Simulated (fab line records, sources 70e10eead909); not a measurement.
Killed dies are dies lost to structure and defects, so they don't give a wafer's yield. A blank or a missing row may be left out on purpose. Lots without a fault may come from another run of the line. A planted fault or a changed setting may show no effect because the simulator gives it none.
Problem report in the 8D (eight disciplines) form, filled by code | flow nand_harc | the parts of the form that need people (team, actions taken, sign-off) are left out

1. THE PROBLEM
run_length_s at NHARC_A_WL_FILL_ETCHBACK_04 reads a mean of 147.0 s on 1 wafer of 1 lot; wafers without a fault read 141.0 s with a standard deviation of 0.41. That is +15 standard deviations from the usual mean.
The step: etches the open film in NF3, target depth 60 nm, time 120 s.
First seen on wafer L622.3, day 28 14:43, on rie_metal-02. The record holds 39 wafers of 13 lots with a number at this step. Rule for "out", or "out of limits": more than 4 standard deviations from the usual mean. The other wafers with a number count as sound.

2. WHAT IT IS AND WHAT IT IS NOT
question                    | is                | is not
which readings at this step | run_length_s      | chamber_pressure_mTorr, drypump_motor_current_A, he_backside_leak_sccm, oes_product_au
which lots                  | L622              | L603, L604, L605, L607, L608, L609, L610, L612, L613, L624, L625, L626
which wafers of those lots  | L622.3            | L622.4, L622.5
read on which tools         | rie_metal-02      | rie_metal-01, rie_metal-03
when                        | from day 28 14:43 | up to then (29 sound wafers); but 9 sound wafers of L624, L625, L626 came after

3. SUSPECTS, AND WHAT RULES EACH OUT
Counting: a tool at a process step up to the reading stays a suspect if it ran every lot that is out. Sound lots after the first of them don't rule it out here, since some wafers of a struck lot are sound.
- rie_metal-02 at NHARC_A_WL_FILL_ETCHBACK_04 (etches the open film in NF3, target depth 60 nm, time 120 s): kept. It ran the lot that is out, L622 (day 28 14:43); its last sound lot up to then is L613 (day 24 17:50). Its own readings are out on those wafers: run_length_s.
- Within rie_metal-02 at NHARC_A_WL_FILL_ETCHBACK_04: the wafers that are out ran in chamber 1; their sound lot-mates ran in chamber 0.
Left after counting: rie_metal-02 at NHARC_A_WL_FILL_ETCHBACK_04.

4. THE CAUSE (what the simulator had put in)
Process parameter drift: rie_metal-02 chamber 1, from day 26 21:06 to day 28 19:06, at NHARC_A_WL_FILL_ETCHBACK_04. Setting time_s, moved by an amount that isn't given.
Counting left only this tool.

5. THE CHAIN OF EFFECTS, in route order
Each row: a reading whose mean over the struck wafers that have a number lies more than 3 standard deviations from the usual. Only readings for which the record gives a usual standard deviation are gone through. hours: the time from each lot's start at the first step in this table that gives one to its start at this step, as a median over the lots. sigmas: the change in usual standard deviations.
hours | step                        | reading      | usual   | on struck wafers | change | sigmas
0     | NHARC_A_WL_FILL_ETCHBACK_04 | run_length_s | 141.0 s | 147.0            | +6.0   | +15
The process steps in it:
- NHARC_A_WL_FILL_ETCHBACK_04: etches the open film in NF3, target depth 60 nm, time 120 s.

6. WHAT WOULD HAVE CAUGHT IT SOONER
In this record the first reading out of limits was taken at day 28 14:43, 42 hours after the fault began at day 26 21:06.
